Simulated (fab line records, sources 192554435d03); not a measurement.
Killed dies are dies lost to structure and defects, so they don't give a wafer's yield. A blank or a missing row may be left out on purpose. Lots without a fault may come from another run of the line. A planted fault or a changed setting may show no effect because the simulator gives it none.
Split-lot experiment | flow n5_finfet | 7 lots, 21 wafers read, on a route of 1938 steps

THE SPLIT
At N5_BEOL_M1_COAT_22 (resist thk 30 nm), the setting spin_rpm was moved away from the recipe's 1500 rpm on 6 of the 21 wafers read, by -5.3% to +7.5%. The other wafers ran this setting at the recipe's value.

FROM THE SPLIT TO THE READING: what the file shows between them, 4 steps
- N5_BEOL_M1_EBR_24
- N5_BEOL_M1_SOFTBAKE_23: time 60 s
- N5_BEOL_M1_EXPOSE_25: exposes mask V0, defocus 5 nm, target cd 24 nm
- N5_BEOL_M1_PEB_26: peb time 60 s

THE READING
CAR-EUV_of_BEOL_M1_COAT_22.thk_nm (the simulator's own value, which no gauge read), in nm, at N5_BEOL_M1_DEVELOP_27 (develop time 30 s). The file gives no usual value for it. The 15 wafers here that ran the recipe average 29.5 nm, standard deviation 0.098 nm.

wafer  | tool, chamber at the split | spin_rpm as run, rpm | against the recipe | CAR-EUV_of_BEOL_M1_COAT_22.thk_nm, nm | against lot-mates on the recipe
L081.2 | litho_track-03, 0          | 1500                 | recipe             | 29.6                                  | -
L081.3 | litho_track-03, 0          | 1500                 | recipe             | 29.6                                  | -
L081.4 | litho_track-03, 0          | 1500                 | recipe             | 29.6                                  | -
L082.1 | litho_track-01, 0          | 1500                 | recipe             | 29.4                                  | -
L082.5 | litho_track-01, 0          | 1500                 | recipe             | 29.4                                  | -
L082.4 | litho_track-01, 0          | 1421                 | -5.3%              | 30.2                                  | +0.8
L083.1 | litho_track-03, 0          | 1500                 | recipe             | 29.6                                  | -
L083.6 | litho_track-03, 0          | 1500                 | recipe             | 29.6                                  | -
L083.4 | litho_track-03, 0          | 1500                 | recipe             | 29.4                                  | -
L089.2 | litho_track-05, 0          | 1500                 | recipe             | 29.4                                  | -
L089.3 | litho_track-05, 0          | 1500                 | recipe             | 29.4                                  | -
L089.6 | litho_track-05, 0          | 1450                 | -3.3%              | 30                                    | +0.6
L092.4 | litho_track-05, 0          | 1500                 | recipe             | 29.6                                  | -
L092.5 | litho_track-05, 0          | 1542                 | +2.8%              | 29.4                                  | -0.2
L092.6 | litho_track-05, 0          | 1542                 | +2.8%              | 29.4                                  | -0.2
L093.1 | litho_track-03, 0          | 1500                 | recipe             | 29.6                                  | -
L093.3 | litho_track-03, 0          | 1500                 | recipe             | 29.6                                  | -
L093.5 | litho_track-03, 0          | 1613                 | +7.5%              | 28.6                                  | -1.0
L094.2 | litho_track-05, 0          | 1500                 | recipe             | 29.4                                  | -
L094.4 | litho_track-05, 0          | 1559                 | +3.9%              | 29                                    | -0.5
L094.6 | litho_track-05, 0          | 1500                 | recipe             | 29.6                                  | -

THE FIT
A straight line over all 21 wafers: CAR-EUV_of_BEOL_M1_COAT_22.thk_nm changes by -0.119 nm for each +1% of spin_rpm; r = -0.94; the points scatter about the line by 0.11 nm.
The same after taking each lot's own level away (the mean of its wafers on the recipe; 21 wafers): -0.135 nm for each +1%; r = -0.97; scatter 0.08 nm.
On that fit, the largest move of spin_rpm shifts the reading by 1 nm.
The lots' own levels span 29.40 to 29.60 nm, that is 2.0 times the standard deviation above.
So the lot-to-lot level changes the slope: the two fits differ.
Check: with one of the wafers moved furthest among these (+7.5%) left out of the fit, the line predicts -0.973 nm for it against its lot-mates. It came out at -1 nm against them.

OTHER SPLITS ON THESE WAFERS
These wafers also went through other splits before the reading. Each is held against what the fit with the lots' levels taken away leaves over:
other split on the same wafers       | wafers away from the commonest value | r with CAR-EUV_of_BEOL_M1_COAT_22.thk_nm (lot level and that fit taken away)
N5_MOL_CONTACT_COAG_COAT_76 spin_rpm | 8                                    | +0.10
N5_MOL_CONTACT_COAG_COAT_63 spin_rpm | 7                                    | +0.25
N5_BEOL_M0_SAQP_ETCH_107 bias_w      | 6                                    | +0.26
N5_BEOL_M1_ETCH_64 bias_w            | 8                                    | +0.27

THE WHOLE CHAIN: every reading that the file lists as answering this split, in the file's order
step                  | what it does      | reading                                                                            | change (the file's fit)               | r (the file's)
N5_BEOL_M1_COAT_22    | resist thk 30 nm  | CAR-EUV_of_BEOL_M1_COAT_22.thk_nm (the simulator's own value, which no gauge read) | -0.149 nm for each +1% of the setting | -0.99
N5_BEOL_M1_DEVELOP_27 | develop time 30 s | CAR-EUV_of_BEOL_M1_COAT_22.thk_nm (the simulator's own value, which no gauge read) | -0.137 nm for each +1% of the setting | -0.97

THE FILE'S OWN FIT
CAR-EUV_of_BEOL_M1_COAT_22.thk_nm changes by -0.137 nm for each +1% of spin_rpm, r = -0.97.
